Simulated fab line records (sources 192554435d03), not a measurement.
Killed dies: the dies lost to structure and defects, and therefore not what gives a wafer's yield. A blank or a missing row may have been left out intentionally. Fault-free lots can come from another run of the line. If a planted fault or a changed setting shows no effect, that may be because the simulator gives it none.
Matching of chambers ; flow n5Finfet ; N5_BEOL_M0_SAQP_ILD_DEP_01 on pecvd-04 has 3 sister chambers
The step deposits SiOC from DEMS/O2, target thk 45.419 nm, time 8.7 s. 22 wafers are shown with their chamber, then 11 later ones without.

WAFERS PAIRED WITH THEIR CHAMBERS
wafer;chamber;throttleValvePct (%);heaterPowerW (W);showerheadPlenumPTorr (Torr)
L074.1;2;11.3;420;5.692
L074.4;0;12.4;387;5.687
L074.5;1;13.7;532;5.697
L076.2;1;13.5;521;5.700
L076.3;2;10.9;463;5.692
L076.5;1;14.1;538;5.700
L078.1;1;13.5;580;5.704
L078.2;2;11.0;390;5.699
L078.6;1;13.9;561;5.693
L079.1;0;12.5;449;5.701
L079.2;1;13.9;514;5.698
L079.5;2;10.9;408;5.674
L080.2;2;10.9;453;5.681
L080.3;0;12.5;460;5.693
L080.5;1;13.6;481;5.705
L083.4;2;11.2;445;5.684
L083.5;0;12.7;423;5.695
L083.6;1;13.3;514;5.692
L086.2;0;12.6;446;5.675
L086.4;1;13.8;535;5.680
L086.5;0;12.4;449;5.692
L090.3;2;11.0;404;5.683

SIGNATURES (means of the wafers above)
reading;chamber 0;chamber 1;chamber 2;scatter within a chamber
throttleValvePct;12.517;13.700;11.029;0.195
heaterPowerW;435.67;530.67;426.14;27.8
showerheadPlenumPTorr;5.69050;5.69656;5.68643;0.00819
Rule: for each reading, subtract the chamber's mean from the wafer's reading, divide by that reading's scatter and square the result; add these up over the readings and take the root, which gives the wafer's distance from the chamber. The wafer belongs to the nearest chamber; if the next one is less than 2 further off, it can't be placed. The scatter: take each reading less its chamber's mean, square it, sum over the shown wafers, divide by the number of wafers less the number of chambers, and take the root.

WAFERS MISSING THEIR CHAMBER
wafer;throttleValvePct (%);heaterPowerW (W);showerheadPlenumPTorr (Torr)
L090.4;13.7;565;5.694
L090.6;11.0;411;5.680
L094.2;11.1;473;5.683
L094.3;13.5;480;5.693
L094.6;12.8;442;5.702
L096.1;11.1;444;5.681
L096.2;12.6;477;5.696
L096.5;13.7;508;5.697
L097.1;13.6;576;5.691
L097.2;12.5;475;5.689
L097.4;13.5;567;5.691

EACH ONE'S CHAMBER
wafer;from the rows above;in truth
L090.4;1;1
L090.6;2;2
L094.2;2;2
L094.3;1;1
L094.6;0;0
L096.1;2;2
L096.2;0;0
L096.5;1;1
L097.1;1;1
L097.2;0;0
L097.4;1;1
Placed correctly: 11 of 11. Number that these rows cannot place: 0. Wrongly placed: 0.
